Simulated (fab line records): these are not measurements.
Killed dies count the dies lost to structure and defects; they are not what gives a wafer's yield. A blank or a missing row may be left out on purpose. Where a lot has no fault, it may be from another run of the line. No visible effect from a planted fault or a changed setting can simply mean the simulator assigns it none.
fab line records | flow n5-finfet
record lots=12 | wafers=34 | last-day=18
route steps=1938 shown BEOL_M9@1458 BEOL_M10@1476
lots that met no fault: taken from a fault-free run of the same line
start-h: start of the lot's first displayed wafer, in hours after the record's first day | wait-h: time in hours since the lot's previous step | " as in the row above | L1.1+2: a single row standing in for several wafers | - either no value or no given start | * or withheld: withheld | < > ~ a bound
route shown NAME@n: a module of which the file shows steps, and the number in the route of the first | usual: mean/standard deviation of fault-free wafers | same: alike in all rows | chamber/n: place in a boat | sites: per-site readings | _std_site: standard deviation of those values | _edge_site: inner sites' mean taken away from outer sites' mean | radius-mm: how far each site lies from the wafer's centre | mask NAME#n: copy n | behind: tool/chamber where the wafer was last shaped | hold: reason for holding the lot/hours on hold/outcome of the hold | device: transistor that didn't switch, given as n, p or np | end of line: tests of these same wafers at the route's end | where a step has no rows: the recipe by itself | killed: dies lost to structure and defects at the first sort, not the wafer's yield | map: dies across one wafer; x = killed, . = not, _ = none there
set.NAME: setting as actually run; set.NAME@STEP: the setting as run at that earlier step | model.NAME: the simulator's own value behind a step, which no gauge read
route steps across a sampled set of lots; one table per step, one row per wafer
services: when a tool's chamber went out of use (start-h, in hours from the record's first day, below 0 if earlier), for how many hours, and the reason
## steps
# step N5_BEOL_M9_ALD_74
# recipe material=TaN | target-thk-a=20 | temp-c=275 | ald-precursor-family=PDMAT | ald-co-reactant=NH3 | pressure-torr=3 | carrier-flow-sccm=1500 | pulse-time-s=2 | purge-time-s=3 | co-reactant-purge-time-s=2 | co-reactant-pulse-time-s=3 | ald-cycles=40 | precursor-vessel-temp-c=75 | precursor-vessel-pressure-torr=26.25 | precursor-vessel-carrier-sccm=1000
# usual heater-power-w=395/31
# same ald-cycles=40
lot.wafer | tool         | chamber | start-h | wait-h | heater-power-w
L674.1    | ald-metal-01 | 1       | 249.49  | 0.0    | 370
L674.3    | "            | 0       | "       | "      | 415
L674.6    | "            | 3       | "       | "      | 367
L678.1    | ald-metal-03 | 3       | 265.03  | 0.3    | 419
L678.4    | "            | 2       | "       | "      | 403
L678.5    | "            | 0       | "       | "      | 368
L679.1    | ald-metal-03 | 2       | 268.20  | 0.0    | 404
L679.3    | "            | 0       | "       | "      | 370
L679.5    | "            | 0       | "       | "      | 385
L681.2    | ald-metal-01 | 3       | 275.46  | 0.3    | 369
L681.3    | "            | 2       | "       | "      | 351
L681.5    | "            | 3       | "       | "      | 372
L682.5    | ald-metal-03 | 3       | 282.53  | 0.2    | 405
L682.6    | "            | 0       | "       | "      | 372
L684.2    | ald-metal-01 | 3       | 303.18  | 0.3    | 365
L684.3    | "            | 1       | "       | "      | 373
L684.5    | "            | 1       | "       | "      | 364
L685.4    | ald-metal-03 | 2       | 315.00  | 0.2    | 386
L685.5    | "            | 1       | "       | "      | 405
L688.3    | ald-metal-01 | 1       | 317.84  | 0.1    | 354
L688.4    | "            | 2       | "       | "      | 366
L688.6    | "            | 3       | "       | "      | 380
L690.3    | ald-metal-03 | 2       | 333.00  | 0.0    | 393
L690.4    | "            | 1       | "       | "      | 401
L690.6    | "            | 3       | "       | "      | 411
L691.1    | ald-metal-02 | 3       | 354.36  | 0.1    | 506
L691.5    | "            | 2       | "       | "      | 446
L691.6    | "            | 3       | "       | "      | 496
L692.2    | ald-metal-03 | 1       | 362.49  | 0.1    | 384
L692.4    | "            | 0       | "       | "      | 360
L692.6    | "            | 2       | "       | "      | 382
L694.1    | ald-metal-02 | 0       | 366.79  | 0.0    | 426
L694.2    | "            | 1       | "       | "      | 381
L694.3    | "            | 3       | "       | "      | 520
# step N5_BEOL_M9_SURFACE_TREAT_79
# recipe gas=Ar | time-s=* | ion-energy-ev=* | ion-current-ma-cm2=0.5 | pressure-mtorr=* | ar-flow-sccm=30
# usual throttle-valve-pct=*
lot.wafer | tool           | chamber | start-h | wait-h | throttle-valve-pct
L674.1    | pvd-sputter-01 | -       | 249.80  | 0.2    | *
L674.3    | "              | -       | "       | "      | *
L674.6    | "              | -       | "       | "      | *
L678.1    | pvd-sputter-03 | -       | 266.66  | 1.5    | *
L678.4    | "              | -       | "       | "      | *
L678.5    | "              | -       | "       | "      | *
L679.1    | pvd-sputter-03 | -       | 268.62  | 0.3    | *
L679.3    | "              | -       | "       | "      | *
L679.5    | "              | -       | "       | "      | *
L681.2    | pvd-sputter-03 | -       | 276.82  | 1.2    | *
L681.3    | "              | -       | "       | "      | *
L681.5    | "              | -       | "       | "      | *
L682.5    | pvd-sputter-01 | -       | 282.83  | 0.2    | *
L682.6    | "              | -       | "       | "      | *
L684.2    | pvd-sputter-02 | -       | 303.50  | 0.2    | *
L684.3    | "              | -       | "       | "      | *
L684.5    | "              | -       | "       | "      | *
L685.4    | pvd-sputter-02 | -       | 315.22  | 0.1    | *
L685.5    | "              | -       | "       | "      | *
L688.3    | pvd-sputter-02 | -       | 318.24  | 0.3    | *
L688.4    | "              | -       | "       | "      | *
L688.6    | "              | -       | "       | "      | *
L690.3    | pvd-sputter-02 | -       | 333.38  | 0.2    | *
L690.4    | "              | -       | "       | "      | *
L690.6    | "              | -       | "       | "      | *
L691.1    | pvd-sputter-02 | -       | 354.87  | 0.4    | *
L691.5    | "              | -       | "       | "      | *
L691.6    | "              | -       | "       | "      | *
L692.2    | pvd-sputter-03 | -       | 362.77  | 0.2    | *
L692.4    | "              | -       | "       | "      | *
L692.6    | "              | -       | "       | "      | *
L694.1    | pvd-sputter-03 | -       | 367.11  | 0.2    | *
L694.2    | "              | -       | "       | "      | *
L694.3    | "              | -       | "       | "      | *
# step N5_BEOL_M9_SPUTTER_48
# recipe material=Cu | target-thk-a=120 | temp-c=-20 | bias-v=60 | power-w=26000 | chamber-pressure-pa=0.13 | time-s=2
# usual cathode-dc-power-W=26000/4.2 | throttle-valve-pct=30.4/1.4
lot.wafer | tool           | chamber | start-h | wait-h | cathode-dc-power-W | throttle-valve-pct
L674.1    | pvd-sputter-03 | -       | 250.05  | 0.1    | 26000              | 32.3
L674.3    | "              | -       | "       | "      | 25999              | 28.7
L674.6    | "              | -       | "       | "      | 25995              | 31.7
L678.1    | pvd-sputter-03 | -       | 266.98  | 0.2    | 25996              | 28.5
L678.4    | "              | -       | "       | "      | 25999              | 32.2
L678.5    | "              | -       | "       | "      | 26012              | 32.3
L679.1    | pvd-sputter-01 | -       | 268.85  | 0.1    | 26000              | 28.6
L679.3    | "              | -       | "       | "      | 26003              | 31.9
L679.5    | "              | -       | "       | "      | 26001              | 31.9
L681.2    | pvd-sputter-01 | -       | 277.23  | 0.1    | 26001              | 31.9
L681.3    | "              | -       | "       | "      | 26011              | 31.5
L681.5    | "              | -       | "       | "      | 25995              | 31.5
L682.5    | pvd-sputter-01 | -       | 283.05  | 0.1    | 25995              | 31.5
L682.6    | "              | -       | "       | "      | 26003              | 28.4
L684.2    | pvd-sputter-02 | -       | 304.10  | 0.4    | 25996              | 30.5
L684.3    | "              | -       | "       | "      | 26009              | 29.9
L684.5    | "              | -       | "       | "      | 26001              | 28.9
L685.4    | pvd-sputter-01 | -       | 315.85  | 0.3    | 26002              | 28.8
L685.5    | "              | -       | "       | "      | 26002              | 30.3
L688.3    | pvd-sputter-02 | -       | 318.54  | 0.1    | 25999              | 30.8
L688.4    | "              | -       | "       | "      | 26003              | 29.2
L688.6    | "              | -       | "       | "      | 26007              | 30.2
L690.3    | pvd-sputter-01 | -       | 333.59  | 0.1    | 25999              | 31.3
L690.4    | "              | -       | "       | "      | 25999              | 28.6
L690.6    | "              | -       | "       | "      | 26004              | 30.3
L691.1    | pvd-sputter-03 | -       | 355.05  | 0.1    | 26001              | 31.3
L691.5    | "              | -       | "       | "      | 26001              | 31.2
L691.6    | "              | -       | "       | "      | 26003              | 32.1
L692.2    | pvd-sputter-03 | -       | 363.01  | 0.1    | 26005              | 28.6
L692.4    | "              | -       | "       | "      | 26002              | 31.9
L692.6    | "              | -       | "       | "      | 25997              | 32.1
L694.1    | pvd-sputter-02 | -       | 367.49  | 0.2    | 25998              | 29.0
L694.2    | "              | -       | "       | "      | 26001              | 29.9
L694.3    | "              | -       | "       | "      | 26003              | 30.6
# step N5_BEOL_M10_COAT_60
# recipe resist=SiARC | temp-c=220 | time-s=60 | spin-rpm=1500 | resist-thk-nm=30
# usual heater-power-total-W=427.8/2.2 | run-length-s=65.84/0.15
lot.wafer | tool           | chamber | start-h | wait-h | heater-power-total-W | run-length-s
L674.1    | litho-track-02 | 0       | 252.23  | -      | 430.6                | 65.90
L674.3    | "              | 0       | "       | "      | 426.7                | 65.94
L674.6    | "              | 0       | "       | "      | 429.6                | 65.84
L678.1    | litho-track-04 | 0       | 269.50  | -      | 427.0                | 65.69
L678.4    | "              | 0       | "       | "      | 424.1                | 65.88
L678.5    | "              | 0       | "       | "      | 426.8                | 65.60
L679.1    | litho-track-02 | 0       | 272.45  | -      | 426.8                | 65.99
L679.3    | "              | 0       | "       | "      | 429.6                | 66.11
L679.5    | "              | 0       | "       | "      | 429.2                | 65.85
L681.2    | litho-track-04 | 0       | 279.60  | -      | 431.0                | 65.68
L681.3    | "              | 0       | "       | "      | 428.5                | 65.64
L681.5    | "              | 0       | "       | "      | 428.2                | 65.75
L682.5    | litho-track-02 | 0       | 285.58  | -      | 424.3                | 65.87
L682.6    | "              | 0       | "       | "      | 429.4                | 66.01
L684.2    | litho-track-04 | 0       | 307.85  | -      | 425.7                | 65.76
L684.3    | "              | 0       | "       | "      | 427.9                | 65.59
L684.5    | "              | 0       | "       | "      | 429.9                | 65.59
L685.4    | litho-track-04 | 0       | 318.57  | -      | 580.2                | 42.35
L685.5    | "              | 0       | "       | "      | 583.9                | 42.27
L688.3    | litho-track-04 | 0       | 323.92  | -      | 584.7                | 42.10
L688.4    | "              | 0       | "       | "      | 579.7                | 42.58
L688.6    | "              | 0       | "       | "      | 577.1                | 42.14
L690.3    | litho-track-01 | 0       | 336.60  | -      | 430.9                | 65.75
L690.4    | "              | 0       | "       | "      | 429.7                | 65.74
L690.6    | "              | 0       | "       | "      | 430.2                | 65.96
L691.1    | litho-track-01 | 0       | 357.97  | -      | 431.0                | 66.00
L691.5    | "              | 0       | "       | "      | 425.2                | 66.16
L691.6    | "              | 0       | "       | "      | 428.2                | 65.82
L692.2    | litho-track-02 | 0       | 366.58  | -      | 426.0                | 66.02
L692.4    | "              | 0       | "       | "      | 430.3                | 66.01
L692.6    | "              | 0       | "       | "      | 426.8                | 65.99
L694.1    | litho-track-01 | 0       | 370.54  | -      | 426.8                | 65.84
L694.2    | "              | 0       | "       | "      | 429.8                | 65.93
L694.3    | "              | 0       | "       | "      | 424.5                | 65.76
## services
tool           | chamber | start-h | hours | kind
ald-metal-03   | 2       | 235.99  | 3.8   | repair
ald-metal-03   | -       | 272.48  | 2.8   | pm
litho-track-04 | -       | 328.95  | -     | consumable-replace:filter
pvd-sputter-03 | -       | 332.92  | 11.1  | repair
ald-metal-01   | 3       | 333.69  | 2.0   | repair
ald-metal-02   | -       | 335.70  | 0.9   | repair
ald-metal-03   | -       | 336.74  | 8.7   | pm
pvd-sputter-02 | -       | 346.78  | 6.9   | repair
ald-metal-03   | 0       | 359.40  | -     | clean
ald-metal-03   | 1       | 359.40  | -     | clean
ald-metal-03   | 2       | 359.40  | -     | clean
ald-metal-03   | 3       | 359.40  | -     | clean
## key
first-sign step=N5_BEOL_M10_COAT_60 | reading=run-length-s | direction=down | sigmas=99+ | usual=* | struck=*
effect step=N5_BEOL_M10_COAT_60 | reading=heater-power-total-W | direction=up | sigmas=69 | usual=* | struck=*
met-at N5_BEOL_M10_COAT_60
struck-lots L685,L688
not-acting-at N5_BEOL_M9_ALD_74,N5_BEOL_M9_SURFACE_TREAT_79,N5_BEOL_M9_SPUTTER_48
onset-between 307.85 318.57
fault kind=process-parameter-drift | tool=litho-track-04 | chamber=- | onset-h=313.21 | steps=N5_BEOL_M10_COAT_60 | channel=time-s | offset=* | shape=step | acts-in=* | stated=*
